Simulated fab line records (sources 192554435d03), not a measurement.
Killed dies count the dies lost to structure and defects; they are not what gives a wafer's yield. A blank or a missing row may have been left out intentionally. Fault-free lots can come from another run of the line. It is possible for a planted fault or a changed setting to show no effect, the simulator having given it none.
Comparing a struck lot with a sound one    flow n5 finfet    36 out of 1938 route steps
Sound: wafers L369.1, L369.5, L369.6. The struck wafers were L389.4, L389.5. The cause is named last.
Order at every step that has rows: each side's tool, ch and its chambers, its first start. Under that, the readings that differ: sound wafers    struck wafers    difference of the means    sigmas: that difference in standard deviations of wafers without a fault.
alike: words and numbers the same on both sides, and readings whose means are apart by under 2 such deviations; not compared: readings that were withheld, readings missing a value for some wafer, numbers with overlapping values and no deviation given by the record, and bounds like >300 which may hide the same value.
A row with sigmas, a row that says differs or no value, or rows on one side alone: a step with any of these is where the two part. Numbers that don't overlap but have no deviation are shown without sigmas and don't part them. A reading missing from all wafers of one side parts the sides only when that side holds two or more wafers.

first, 12 steps without rows for these wafers: N5_BEOL_M5_ALD_86 (deposits TaN, pulse time 2 s, purge time 3 s, co reactant purge time 2 s); N5_BEOL_M5_SURFACE_TREAT_87; N5_BEOL_M5_CVD_47 (deposits Co from CCTBA/H2, target thk 3 nm, time 216 s); N5_BEOL_M5_SPUTTER_48 (material Cu, target thk 15 nm, time 27.62 s); N5_BEOL_M5_ANNEAL_49 (time 1800 s); N5_BEOL_M5_SPUTTER_81 (material Cu, target thk 15 nm, time 27.62 s); N5_BEOL_M5_ANNEAL_82 (time 1800 s); N5_BEOL_M5_SPUTTER_83 (material Cu, target thk 15 nm, time 27.62 s); N5_BEOL_M5_ANNEAL_84 (time 1800 s); N5_BEOL_M5_SPUTTER_88 (material Cu, target thk 15 nm, time 27.62 s); N5_BEOL_M5_ANNEAL_89 (time 1800 s); N5_BEOL_M5_SPUTTER_90 (material Cu, target thk 4.5 nm, time 8.29 s).
N5_BEOL_M5_ECD_50: material Cu, target thk 300 nm.
  sound on ecd cu-02 ch 0,1, day 8 04:01; struck on ecd cu-02 ch 0, day 14 04:02
then, 22 steps without rows for these wafers: N5_BEOL_M5_ANNEAL_51 (time 90 s); N5_BEOL_M5_CMP_52 (polishes, stops on SiCOH lowk, t overpolish 6.9 s, target thk 62 nm); N5_BEOL_M5_PRE_CLEAN_77 (time 15 s); N5_BEOL_M5_CO_CAP_78 (material Co, precursor CCTBA/H2, target thk 2 nm, time 102.1 s); N5_BEOL_M5_PRE_CLEAN_55 (time 15 s); N5_BEOL_M5_DEP_56 (deposits SiCN from 3MS/NH3, target thk 8 nm, time 14 s); N5_BEOL_M6_ILD_DEP_00 (deposits SiCOH lowk from DEMS/porogen, target thk 179.75 nm, time 33.4 s); N5_BEOL_M6_CURE_74 (cures SiCOH lowk, time 240 s); N5_BEOL_M6_PECVD_70 (deposits SiO2 from TEOS/O2, target thk 20 nm, time 22.7 s); N5_BEOL_M6_HM_DEP_02 (deposits TiN, target thk 20 nm); N5_BEOL_M6_COAT_59 (time 60 s, resist thk 100 nm); N5_BEOL_M6_COAT_60 (time 60 s, resist thk 35 nm); N5_BEOL_M6_COAT_05 (resist thk 90 nm); N5_BEOL_M6_EBR_07; N5_BEOL_M6_SOFTBAKE_06 (time 60 s); N5_BEOL_M6_EXPOSE_08 (exposes mask M6); N5_BEOL_M6_PEB_09 (peb time 60 s); N5_BEOL_M6_DEVELOP_10 (develop time 30 s); N5_BEOL_M6_DESCUM_16 (chemistry O2, time 7.9 s); N5_BEOL_M6_ETCH_61 (etches SiARC in CF4, target depth 45.5 nm, time 75.8 s); N5_BEOL_M6_ETCH_62 (etches SOC in N2/H2, target depth 110 nm, overetch 22 nm, time 165 s); N5_BEOL_M6_STRIP_68 (strips in N2/H2).
-- a jump in the record: the struck wafers' starts before and after are 4 days apart (it breaks off in module BEOL_M6 and resumes in module PASSIVATION, where the first step shown is number 1936 of the route) --
N5_PASSIVATION_PROBE_49:
  record: rows for the struck wafers here (prober-02, day 18 02:44), none for the sound ones

## WHERE THEY PART
N5_PASSIVATION_PROBE_49 only, going by this record.

WHY: whatever the simulator had introduced
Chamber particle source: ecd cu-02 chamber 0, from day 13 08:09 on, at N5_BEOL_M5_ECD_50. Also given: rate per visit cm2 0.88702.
